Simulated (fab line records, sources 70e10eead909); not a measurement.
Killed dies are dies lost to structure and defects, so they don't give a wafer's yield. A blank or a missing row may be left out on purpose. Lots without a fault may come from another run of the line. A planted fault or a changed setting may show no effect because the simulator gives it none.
fab line records | flow nand_harc
record lots=5 wafers=15 last_day=32
route steps=1302 shown A_SLIT@944 A_SIN_REMOVE@947 A_WL_FILL@952 A_CONTACT@983 END@1302
lots that met no fault: from a run of the same line without faults
start_h: hours from the record's first day to the start of the lot's first wafer shown | wait_h: hours since the lot's step before | " the same as in the row above | L1.1+2: a row that stands for several wafers | - no value, or no start given | * or withheld: withheld | < > ~ a bound
route shown NAME@n: a module of which the file shows steps, and the number in the route of the first | usual: mean/standard deviation of fault-free wafers | same: alike in all rows | chamber/n: place in a boat | sites: the reading at each site | _std_site: their standard deviation | _edge_site: outer sites' mean less inner sites' | radius_mm: how far each site lies from the wafer's centre | mask NAME#n: copy n | behind: the tool/chamber that last shaped the wafer | hold: why the lot was held/for how many hours/how that ended | device: the transistor (n, p or np) that didn't switch | end of line: the same wafers' tests at the end of the route | a step without rows: its recipe alone | killed: dies lost to structure and defects at the first sort, not the wafer's yield | map: a wafer's dies, x killed, . not, _ none there
set.NAME: the setting as run; set.NAME@STEP: as run at that earlier step | model.NAME: the simulator's own value behind a step, which no gauge read
lots at some steps of the route; a table a step, a row a wafer
services: from which hour (start_h, from the record's first day; less than 0 if before it) a tool's chamber was out of use, for how many hours, and why
## steps
# step NHARC_A_SLIT_PRECLEAN_19
# recipe time_s=* temp_c=50 bath_age_min=0 chemistry=SC1
# step NHARC_A_SLIT_SRD_20
# step NHARC_A_SLIT_CD_MEAS_21
# usual cd_nm=289.5/0.79
# columns lot.wafer tool chamber start_h wait_h cd_nm
L465.3 cd_sem-03 - 459.40 - 290.0
L465.4 " - " " 290.0
L465.6 " - " " 288.9
L470.1 cd_sem-01 - 523.33 - 289.7
L470.3 " - " " 289.5
L470.6 " - " " 289.7
L473.3 cd_sem-01 - 542.05 - 290.1
L473.4 " - " " 290.3
L473.6 " - " " 289.6
L481.3 cd_sem-03 - 619.05 - 290.1
L481.5 " - " " 290.1
L481.6 " - " " 290.3
L488.1 cd_sem-02 - 667.37 0.1 290.0
L488.5 " - " " 289.6
L488.6 " - " " 287.8
# step NHARC_A_SIN_REMOVE_WET_00
# recipe temp_c=160 time_s=15300 chemistry=H3PO4
# step NHARC_A_SIN_REMOVE_PRECLEAN_01
# recipe time_s=* temp_c=50 bath_age_min=0 chemistry=SC1
# step NHARC_A_SIN_REMOVE_SRD_02
# step NHARC_A_SIN_REMOVE_INSPECT_04
# usual raw_defect_count=380/89
# columns lot.wafer tool chamber start_h wait_h raw_defect_count
L465.3 defect_inspect-02 - 466.12 0.0 350
L465.4 " - " " 360
L465.6 " - " " 325
L470.1 defect_inspect-01 - 528.62 0.0 333
L470.3 " - " " 334
L470.6 " - " " 353
L473.3 defect_inspect-02 - 548.69 0.0 465
L473.4 " - " " 384
L473.6 " - " " 360
L481.3 defect_inspect-01 - 625.69 0.0 566
L481.5 " - " " 513
L481.6 " - " " 573
L488.1 defect_inspect-02 - 673.94 0.0 318
L488.5 " - " " 348
L488.6 " - " " 245
# step NHARC_A_WL_FILL_ALD_00
# recipe target_thk_a=30 pulse_time_s=3 ald_cycles=30 temp_c=300 material=Al2O3
# usual heater_power_w=467/48 precursor_pulse_height_rel=1.003/0.02
# columns lot.wafer tool chamber start_h wait_h heater_power_w precursor_pulse_height_rel
L465.4 ald_hk-02 0 466.21 0.1 531 0.992
L465.3 " 2 " " 432 1.030
L465.6 " 0 " " 537 0.989
L470.3 ald_hk-04 1 528.69 0.1 464 0.996
L470.1 " 0 " " 536 0.980
L470.6 " 1 " " 474 0.991
L473.3 ald_hk-02 3 548.75 0.1 508 0.991
L473.4 " 1 " " 439 0.999
L473.6 " 3 " " 513 0.987
L481.3 ald_hk-04 1 625.76 0.1 458 1.014
L481.6 " 1 " " 445 0.982
L481.5 " 2 " " 409 1.007
L488.1 ald_hk-02 0 674.90 1.0 550 1.023
L488.5 " 1 " " 445 1.002
L488.6 " 2 " " 433 0.994
# step NHARC_A_WL_FILL_RTA_01
# recipe temp_c=1000 time_s=5
# step NHARC_A_WL_FILL_ALD_02
# recipe target_thk_a=20 pulse_time_s=3 ald_cycles=100 temp_c=450 material=TiN
# usual heater_power_w=1032/100 precursor_pulse_height_rel=0.999/0.02
# columns lot.wafer tool chamber start_h wait_h heater_power_w precursor_pulse_height_rel
L465.4 ald_metal-01 0 466.70 0.1 985 1.019
L465.3 " 2 " " 952 0.986
L465.6 " 0 " " 991 0.979
L470.3 ald_metal-03 0 529.26 0.2 1001 1.017
L470.1 " 1 " " 883 0.960
L470.6 " 3 " " 1017 0.995
L473.4 ald_metal-02 2 549.23 0.1 1179 1.021
L473.3 " 1 " " 1006 0.991
L473.6 " 3 " " 879 1.018
L481.3 ald_metal-02 2 626.24 0.1 1150 1.009
L481.6 " 2 " " 1176 1.032
L481.5 " 3 " " 892 1.037
L488.1 ald_metal-01 0 675.50 0.3 950 0.984
L488.5 " 1 " " 1137 0.989
L488.6 " 2 " " 989 0.995
# step NHARC_A_WL_FILL_CVD_03
# recipe target_thk_a=400 temp_c=300 pressure_torr=40 wf6_flow_sccm=40 h2_flow_sccm=1600 ar_flow_sccm=1560 time_s=279 material=W
# usual heater_power_w=485/25 throttle_valve_pct=8.0/0.32
# same time_s=279
# columns lot.wafer tool chamber start_h wait_h heater_power_w throttle_valve_pct
L465.4 cvd_w-01 1 467.20 0.2 483 8.0
L465.3 " 0 " " 508 7.6
L465.6 " 0 " " 505 7.5
L470.1 cvd_w-02 1 529.62 0.1 451 8.0
L470.3 " 0 " " 489 7.9
L470.6 " 1 " " 445 8.1
L473.4 cvd_w-02 1 549.77 0.2 458 7.9
L473.3 " 0 " " 483 8.1
L473.6 " 1 " " 451 7.9
L481.3 cvd_w-02 1 626.83 0.2 453 8.1
L481.5 " 0 " " 491 8.0
L481.6 " 1 " " 444 8.3
L488.1 cvd_w-01 1 675.82 0.1 482 8.4
L488.6 " 1 " " 477 8.7
L488.5 " 0 " " 523 7.6
# step NHARC_A_WL_FILL_ETCHBACK_04
# recipe target_depth_a=600 time_s=120 chemistry=NF3
# usual drypump_motor_current_A=5.7/0.63 oes_product_au=0.998/0.014
# same time_s=120
# columns lot.wafer tool chamber start_h wait_h drypump_motor_current_A oes_product_au rf_hours_counter_h
L465.3 rie_metal-01 1 467.56 0.3 4.8 0.993 -
L465.4 " 0 " " 5.6 1.007 -
L465.6 " 0 " " 5.6 1.006 -
L470.1 rie_metal-01 1 530.03 0.4 4.8 1.011 2.7
L470.3 " 0 " " 5.6 1.015 -
L470.6 " 0 " " 5.6 1.006 -
L473.3 rie_metal-01 1 550.10 0.2 4.8 1.015 -
L473.4 " 0 " " 5.6 1.017 -
L473.6 " 1 " " 4.8 1.014 -
L481.3 rie_metal-02 0 627.12 0.2 5.4 1.011 -
L481.6 " 0 " " 5.4 0.993 -
L481.5 " 1 " " 6.8 0.991 -
L488.1 rie_metal-01 1 676.25 0.4 4.7 1.019 1.8
L488.6 " 0 " " 5.6 0.989 -
L488.5 " 1 " " 4.8 1.020 -
# step NHARC_A_WL_FILL_ETCHBACK_05
# recipe target_depth_a=220 time_s=60 temp_c=40 chemistry=Cl2/BCl3
# step NHARC_A_WL_FILL_STRIP_27
# recipe power_w=1500 temp_c=250 time_s=20 chemistry=N2/H2
# step NHARC_A_WL_FILL_STRIP_28
# recipe time_s=1200 temp_c=72.5 chemistry=post_etch_residue_remover
# step NHARC_A_WL_FILL_PRECLEAN_06
# recipe time_s=300 chemistry=DIW
# step NHARC_A_WL_FILL_SRD_07
# step NHARC_A_WL_FILL_ANNEAL_08
# recipe temp_c=450 time_s=1800
# step NHARC_A_WL_FILL_ALD_10
# recipe target_thk_a=500 pulse_time_s=10 ald_cycles=500 temp_c=300 material=SiO2
# step NHARC_A_WL_FILL_ETCHBACK_16
# recipe target_depth_a=1200 time_s=24 c4f8_flow_sccm=withheld o2_flow_sccm=8 ar_flow_sccm=withheld rf_w=600 bias_w=800 chemistry=C4F8/O2/Ar
# step NHARC_A_WL_FILL_STRIP_29
# recipe time_s=20 o2_flow_sccm=500 ar_flow_sccm=0 bias_w=0 chemistry=O2
# step NHARC_A_WL_FILL_ETCHBACK_17
# recipe target_depth_a=40 time_s=26.7 chemistry=Cl2/BCl3
# step NHARC_A_WL_FILL_PRECLEAN_18
# recipe time_s=30 chemistry=dHF
# step NHARC_A_WL_FILL_SRD_21
# step NHARC_A_WL_FILL_CVD_23
# recipe target_thk_a=400 temp_c=620 pressure_mtorr=200 time_s=800 material=poly-Si
# step NHARC_A_WL_FILL_ETCHBACK_26
# recipe target_depth_a=520 time_s=13.3 hbr_flow_sccm=150 rf_w=350 icp_w=350 bias_w=60 chemistry=HBr
# step NHARC_A_WL_FILL_PRECLEAN_30
# recipe time_s=10 chemistry=dHF
# step NHARC_A_WL_FILL_SRD_14
# step NHARC_A_WL_FILL_ALD_19
# recipe target_thk_a=20 pulse_time_s=3 ald_cycles=100 temp_c=450 material=TiN
# step NHARC_A_WL_FILL_CVD_20
# recipe target_thk_a=1000 temp_c=400 pressure_torr=40 wf6_flow_sccm=40 h2_flow_sccm=1600 ar_flow_sccm=1560 time_s=74 material=W
# usual heater_power_w=871/45 throttle_valve_pct=8.0/0.31
# same time_s=74
# columns lot.wafer tool chamber start_h wait_h heater_power_w throttle_valve_pct
L465.3 cvd_w-02 1 - - 807 7.7
L465.4 " 0 " " 862 8.2
L465.6 " 1 " " 811 8.0
L470.1 cvd_w-02 0 - - 873 8.0
L470.3 " 1 " " 784 8.2
L470.6 " 1 " " 809 8.2
L473.4 cvd_w-01 0 - - 918 7.7
L473.3 " 1 " " 873 8.4
L473.6 " 1 " " 860 8.2
L481.3 cvd_w-01 1 - - 867 8.4
L481.6 " 1 " " 853 8.0
L481.5 " 0 " " 935 7.6
L488.1 cvd_w-01 1 - - 881 8.5
L488.5 " 0 " " 907 7.7
L488.6 " 1 " " 870 8.6
# step NHARC_A_WL_FILL_CMP_12
# recipe t_overpolish_s=30 target_thk_nm=100
# usual edge_zone_pressure_frac=1.000/0.0046 motor_current_A=12.3/1.6 overpolish_run_s=30.001/0.0091 time_to_endpoint_s=20.6/2.1
# columns lot.wafer tool chamber start_h wait_h edge_zone_pressure_frac motor_current_A overpolish_run_s time_to_endpoint_s
L465.4 cmp-03 1 481.51 0.3 1.002 12.3 30.000 22.4
L465.3 " 2 " " 0.997 9.0 29.996 19.9
L465.6 " 3 " " 1.009 12.9 30.004 19.4
L470.1 cmp-02 2 547.86 0.1 0.996 11.5 29.999 22.1
L470.3 " 0 " " 1.001 11.8 30.001 23.6
L470.6 " 2 " " 1.006 11.6 29.985 23.9
L473.4 cmp-03 1 566.52 0.1 1.000 12.8 30.002 22.2
L473.3 " 3 " " 0.993 13.2 30.011 20.7
L473.6 " 1 " " 1.000 12.5 29.996 23.2
L481.3 cmp-01 0 643.56 0.2 0.999 12.3 30.008 24.9
L481.5 " 2 " " 1.000 12.3 30.007 22.1
L481.6 " 3 " " 1.003 12.7 29.991 24.1
L488.1 cmp-01 1 692.23 0.2 1.001 10.0 30.006 18.8
L488.5 " 0 " " 1.004 12.6 30.011 24.3
L488.6 " 1 " " 0.996 9.9 29.999 19.2
# step NHARC_A_WL_FILL_SRD_31
# step NHARC_A_CONTACT_DEP_24
# recipe target_thk_a=5000 temp_c=400 pressure_torr=6.5 rf_w=900 teos_flow_sccm=161.4 flow_sccm=2650 target_thk_nm=500 gas=O2 material=SiO2
# step NHARC_A_CONTACT_DEP_28
# recipe target_thk_a=70000 temp_c=400 material=aC
# step NHARC_END_SORT_01
# recipe temp_c=25
# usual killed_at_array=61/26 killed_at_other=0.8/1.1 killed_at_periphery=4.0/2.6 killed_dies=66/26 killed_open=3.1/1.7 killed_short=2.5/1.5
# same gross_dies=677
# columns lot.wafer tool chamber start_h wait_h killed_at_array killed_at_other killed_at_periphery killed_dies killed_open killed_short
L473.4 prober-02 0 645.23 3.5 153 0 7 160 3 0
L473.6 prober-02 0 646.86 4.1 158 1 3 162 4 2
# killed by level:class
L473.4 A_WL_FILL:unspecified=82 A_CHANNEL_HOLE_D2:chamber_film_flake=23 A_SLIT:chamber_film_flake=21 A_CHANNEL_HOLE_D1:chamber_film_flake=18 A_CONTACT:chamber_film_flake=3 P_GATE:chamber_film_flake=2 A_STAIRCASE:chamber_film_flake=2 P_GATE:geometric_particle:open=1
L473.6 A_WL_FILL:unspecified=81 A_SLIT:chamber_film_flake=23 A_CHANNEL_HOLE_D2:chamber_film_flake=23 A_CHANNEL_HOLE_D1:chamber_film_flake=20 A_SGD_CUT:geometric_particle:open=2 A_DECK1_JOINT:chamber_film_flake=2 A_CONTACT:chamber_film_flake=2 P_GATE:geometric_particle:open=1
# map L473.6 (x killed, . not)
____________x____________
_________...x..._________
_______..........._______
______.............______
_____..............._____
____.................____
____xx..x............____
___x.........x........___
___xxx................___
__xxxx...x.............__
__xxxxx......x.........__
_xxxxx..x..............._
_xxxxxxx................_
_xxxxxx......x..x...x..._
_..xxxxx.xxxx.x.xx......_
_.xxx....x.xxx..x.x.x..._
....x....xxxxxxxxxx......
...x.....xxxxxxxxxxx.....
........xxxxxxxxxx.x.....
.........xxxxxxxxxxx.....
.........xxxxxxxxxx......
_.......xxxxxxxxxx......_
_......x.xxxxxxxx......._
_.......xxxxxxxxx......._
_.........xxxxxx........_
_............x.........._
__..........x..........__
__............xx.......__
___...................___
___...........x.......___
____..........x.x....____
____......x..........____
_____..............._____
______.............______
_______..........._______
_________......._________
____________.____________
# map L470.6 (x killed, . not)
____________.____________
_________....x.._________
_______..........._______
______.............______
_____..............._____
____.................____
____......x..........____
___...................___
___.....x.........x...___
__..x......x...........__
__.......x.............__
_........x.............._
_.......x..............._
_....x....x........x...._
_......................._
_...x...............x..._
..x................x.....
.........................
.................x.......
.............x...........
..............x.x........
_...........xx.x.x......_
_.............xx........_
_....x......xxxxx......._
_.............xxx......._
_.x.........xx.xxx......_
__...........x.........__
__...x.......xx.xx.....__
___...........x.......___
___...................___
____.................____
____.................____
_____..............._____
______.............______
_______..........._______
_________......._________
____________.____________
## services
# columns tool chamber start_h hours kind
cmp-01 - 445.77 0.5 repair
cvd_w-02 - 450.00 13.0 pm
cmp-03 - 456.08 4.0 pm
ald_hk-04 - 476.97 2.1 repair
cmp-01 - 479.50 4.0 pm
ald_hk-02 - 487.98 1.1 repair
ald_hk-04 - 492.85 0.5 repair
cmp-01 - 502.15 3.1 repair
ald_metal-01 3 508.46 4.6 repair
cmp-03 - 509.87 15.2 repair
cvd_w-01 1 512.52 1.7 repair
ald_metal-01 - 526.00 10.0 pm
ald_hk-02 - 531.74 10.0 pm
cvd_w-01 - 547.00 13.0 pm
cmp-03 - 554.08 4.0 pm
cmp-01 - 558.45 1.2 repair
ald_metal-01 0 560.98 7.3 repair
ald_metal-01 1 566.11 28.7 repair
rie_metal-01 - 575.00 9.0 pm
cvd_w-01 0 606.92 5.2 repair
cvd_w-01 0 617.69 3.2 repair
cvd_w-02 - 631.00 13.0 pm
cvd_w-01 - 652.55 0.2 repair
cvd_w-02 1 679.67 5.0 repair
## key
first_sign step=NHARC_END_SORT_01 reading=killed_at_array direction=up sigmas=3.7 usual=61 struck=156
effect step=NHARC_END_SORT_01 reading=killed_dies direction=up sigmas=3.7 usual=66 struck=161
more_kills_born_at NHARC_A_WL_FILL_CVD_03@cvd_w-02=163
met_at NHARC_A_WL_FILL_CVD_03
struck_wafers L473.4,L473.6
tester_left_out L473
onset_between 529.62 549.77
fault kind=chamber_particle_source tool=cvd_w-02 chamber=1 onset_h=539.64 steps=NHARC_A_WL_FILL_CVD_03 rate_per_visit_cm2=0.72017 end_h=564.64
# tester_left_out: of these lots the tester's yield and bins aren't shown, on N5 and GAA mostly nor the transistor test; their killed dies are dies lost to structure and defects alone, not to doping, threshold or leakage, so they don't give the yield
